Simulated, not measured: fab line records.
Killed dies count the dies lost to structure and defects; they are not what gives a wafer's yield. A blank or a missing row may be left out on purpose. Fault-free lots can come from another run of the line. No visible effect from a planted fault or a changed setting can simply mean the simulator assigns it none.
A lot that was struck, set against a sound lot ; flow n5-finfet ; 39 steps out of a route of 1938
Sound: these wafers, L521.1, L521.2, L521.3. Struck: wafers L530.4, L530.6. (L530.2 of the same lot was not struck and is left out.) The cause comes at the end.
Order at every step that has rows: each side's tool, ch and its chambers, its first start. Under that, the readings that differ: sound wafers ; struck wafers ; difference of the means ; sigmas: that difference in standard deviations of wafers without a fault.
alike: words and numbers the same on both sides, and readings whose means are apart by under 2 such deviations; not compared: readings that were withheld, readings missing a value for some wafer, numbers with overlapping values and no deviation given by the record, and bounds like >300 which may hide the same value.
The two part at a step that has a row with sigmas, a row that says differs or no value, or rows on one side only. Numbers that don't overlap but have no deviation are shown without sigmas and don't part them. A reading that every wafer of one side lacks parts them only if that side has two wafers or more.

first, 8 steps without rows for these wafers: N5_MOL_CONTACT_COAG_PRECLEAN_138 (cleans in alkaline clean, time 60 s); N5_MOL_CONTACT_COAG_SRD_139 (time 30 s); N5_MOL_CONTACT_COAG_PRE_CLEAN_121; N5_MOL_CONTACT_COAG_CVD_140 (deposits W, target thk 66.5 nm, time 215 s); N5_MOL_CONTACT_COAG_PRECLEAN_127 (cleans in DIW, time 57.5 s); N5_MOL_CONTACT_COAG_SRD_128 (dry time 32 s); N5_MOL_CONTACT_COAG_CMP_52 (polishes, stops on SiO2, t overpolish 1.5 s, target thk 66.5 nm); N5_MOL_CONTACT_COAG_ANNEAL_112 (time 1800 s).
N5_BEOL_M0_SAQP_PECVD_00: deposits SiCN from 3MS/NH3, target thk 8 nm, time 14 s.
  sound on pecvd-02 ch 0,1,2, day 6 01:08; struck on pecvd-02 ch 0, day 8 13:20
  alike: chamber-pressure-Torr, showerhead-plenum-p-Torr, throttle-valve-pct
then, 15 steps without rows for these wafers: N5_BEOL_M0_SAQP_ILD_DEP_01 (deposits SiOC from DEMS/O2, target thk 45.419 nm, time 8.7 s); N5_BEOL_M0_SAQP_HM_DEP_02 (deposits TiN, target thk 12 nm); N5_BEOL_M0_SAQP_PECVD_03 (deposits SiCN from 3MS/NH3, target thk 12 nm, time 21.1 s); N5_BEOL_M0_SAQP_PECVD_96 (deposits a-Si from SiH4/He, target thk 45 nm, time 45.2 s); N5_BEOL_M0_SAQP_PECVD_97 (deposits SiNx from SiH4/NH3/N2, target thk 23 nm, time 19.9 s); N5_BEOL_M0_SAQP_PECVD_04 (deposits a-Si from SiH4/He, target thk 60 nm, time 60.2 s); N5_BEOL_M0_SAQP_HM_DEP_111 (deposits SiO2 from SiH4/N2O, target thk 12 nm, time 7.2 s); N5_BEOL_M0_SAQP_COAT_81 (time 60 s, resist thk 100 nm); N5_BEOL_M0_SAQP_COAT_82 (time 60 s, resist thk 30 nm); N5_BEOL_M0_SAQP_COAT_08 (resist thk 90 nm); N5_BEOL_M0_SAQP_EBR_10; N5_BEOL_M0_SAQP_SOFTBAKE_09 (time 60 s); N5_BEOL_M0_SAQP_EXPOSE_11 (exposes mask M0 CORE, target cd 42 nm); N5_BEOL_M0_SAQP_PEB_12 (peb time 60 s); N5_BEOL_M0_SAQP_DEVELOP_13 (develop time 30 s).
N5_BEOL_M0_SAQP_INSPECT_16: inspects for defects (brightfield).
  struck on defect-inspect-02, day 8 14:53; sound on defect-inspect-01, day 6 02:46
reading;sound;struck;difference;sigmas
raw-defect-count;418 394 424;1057 983;+608;+4
then, 10 steps without rows for these wafers: N5_BEOL_M0_SAQP_DESCUM_19 (chemistry O2, time 7.9 s); N5_BEOL_M0_SAQP_ETCH_83 (etches SiARC in CF4, target depth 39 nm, time 65 s); N5_BEOL_M0_SAQP_ETCH_84 (etches SOC in N2/H2, target depth 100 nm, overetch 20 nm, time 150 s); N5_BEOL_M0_SAQP_STRIP_80 (strips in N2/H2); N5_BEOL_M0_SAQP_HM_OPEN_112 (chemistry CHF3/O2, target SiO2, stops on a-Si, target depth 12 nm, time 13.5 s); N5_BEOL_M0_SAQP_STRIP_113 (strips in CHF3/O2); N5_BEOL_M0_SAQP_MANDREL_ETCH_20 (etches a-Si in HBr/Cl2, stops on SiNx, target depth 60 nm, bt time 10 s, time 30 s); N5_BEOL_M0_SAQP_STRIP_86 (strips in N2/H2); N5_BEOL_M0_SAQP_STRIP_115 (strips in post etch residue remover, time 60 s); N5_BEOL_M0_SAQP_SRD_93 (time 30 s).
N5_BEOL_M0_SAQP_INSPECT_42: inspects for defects (brightfield).
  struck on defect-inspect-01, day 8 22:52; sound on defect-inspect-01, day 6 07:56
reading;sound;struck;difference;sigmas
raw-defect-count;432 353 400;828 797;+418;+4
N5_BEOL_M0_CUTY_INSPECT_59: inspects for defects (macro).
  struck on defect-inspect-02, day 9 00:38; sound on defect-inspect-02, day 6 09:20
reading;sound;struck;difference;sigmas
raw-defect-count;1 2 0;>300 >300;differs;
-- a jump in the record: the struck wafers' starts before and after are 2 days apart (it breaks off in module BEOL_M0_CUTY and resumes in module BEOL_M4, where the first step shown is number 1111 of the route) --
N5_BEOL_M4_RC_MEAS_101:
  sound on prober-02 ch 0, day 8 10:04; struck on prober-02 ch 0, day 11 01:13
reading;sound;struck;difference;sigmas
ION_P (uA/um);455 455 450;468 474;+18;+3
  alike: DIBL_N, DIBL_P, IOFF_N, IOFF_P, ION_N, SS_N, SS_P, VT_N, VT_P
-- a jump in the record: the struck wafers' starts before and after are 4 days apart (it breaks off in module BEOL_M4 and resumes in module PASSIVATION, where the first step shown is number 1936 of the route) --
N5_PASSIVATION_PROBE_49:
  record: rows for the struck wafers here (prober-02, day 15 04:04), none for the sound ones

WHERE THEY PART
Last at N5_PASSIVATION_PROBE_49 as far as this record goes, first at N5_BEOL_M0_SAQP_INSPECT_16.

WHY: what had been put in by the simulator
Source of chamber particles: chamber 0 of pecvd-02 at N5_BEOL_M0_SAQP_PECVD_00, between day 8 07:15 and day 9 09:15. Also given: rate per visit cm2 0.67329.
